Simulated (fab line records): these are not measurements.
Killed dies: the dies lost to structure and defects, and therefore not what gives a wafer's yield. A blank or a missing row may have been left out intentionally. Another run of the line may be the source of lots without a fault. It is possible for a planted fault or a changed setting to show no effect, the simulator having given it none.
Matching of chambers :: flow n5-finfet :: N5_PMOS_HMC_CHANNEL_EPI_CMP_21 on cmp-03: 4 sister chambers
The step polishes SiGe30, target thk 54 nm. 8 wafers are shown with their chamber, then 7 later ones without.

WAFERS PAIRED WITH THEIR CHAMBERS
wafer: L084.2
chamber: 1
motor-current-A (A): 10.5
edge-zone-pressure-frac: 0.996

wafer: L086.1
chamber: 0
motor-current-A (A): 11.9
edge-zone-pressure-frac: 1.000

wafer: L086.4
chamber: 3
motor-current-A (A): 10.7
edge-zone-pressure-frac: 1.000

wafer: L088.3
chamber: 0
motor-current-A (A): 11.6
edge-zone-pressure-frac: 0.998

wafer: L088.5
chamber: 1
motor-current-A (A): 10.3
edge-zone-pressure-frac: 0.994

wafer: L088.6
chamber: 2
motor-current-A (A): 12.3
edge-zone-pressure-frac: 0.998

wafer: L089.4
chamber: 3
motor-current-A (A): 10.7
edge-zone-pressure-frac: 0.997

wafer: L089.5
chamber: 2
motor-current-A (A): 12.8
edge-zone-pressure-frac: 1.000

WAFERS WHOSE CHAMBER IS MISSING
wafer: L089.6
motor-current-A (A): 10.8
edge-zone-pressure-frac: 0.993

wafer: L092.1
motor-current-A (A): 11.5
edge-zone-pressure-frac: 1.005

wafer: L092.3
motor-current-A (A): 11.4
edge-zone-pressure-frac: 0.996

wafer: L092.6
motor-current-A (A): 11.0
edge-zone-pressure-frac: 1.000

wafer: L095.1
motor-current-A (A): 12.8
edge-zone-pressure-frac: 0.996

wafer: L095.5
motor-current-A (A): 12.3
edge-zone-pressure-frac: 1.005

wafer: L095.6
motor-current-A (A): 10.2
edge-zone-pressure-frac: 1.000

WHICH CHAMBER EACH ONE RAN IN
wafer: L089.6
from the rows above: can't be placed: 1 or 3
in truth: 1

wafer: L092.1
from the rows above: can't be placed: 0 or 3
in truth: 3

wafer: L092.3
from the rows above: can't be placed: 0 or 3
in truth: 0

wafer: L092.6
from the rows above: can't be placed: 3 or 0
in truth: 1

wafer: L095.1
from the rows above: 2
in truth: 2

wafer: L095.5
from the rows above: can't be placed: 2 or 0
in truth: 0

wafer: L095.6
from the rows above: can't be placed: 3 or 1
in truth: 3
Correctly placed: 1 of 7. Not placeable from these rows: 6 (in 5, the candidates include the true chamber). Placed wrongly: 0.
How it was worked out, from the rows above alone: a wafer's distance from a chamber is the root of the sum, over the readings, of the square of ((its reading less the chamber's mean) divided by the reading's scatter). If the next closest chamber is less than 2 further off than the closest, the wafer can't be placed; otherwise it belongs to the closest. The mean given for a chamber averages the wafers shown for that chamber. The scatter: take each reading less its chamber's mean, square it, sum over the shown wafers, divide by the number of wafers less the number of chambers, and take the root.
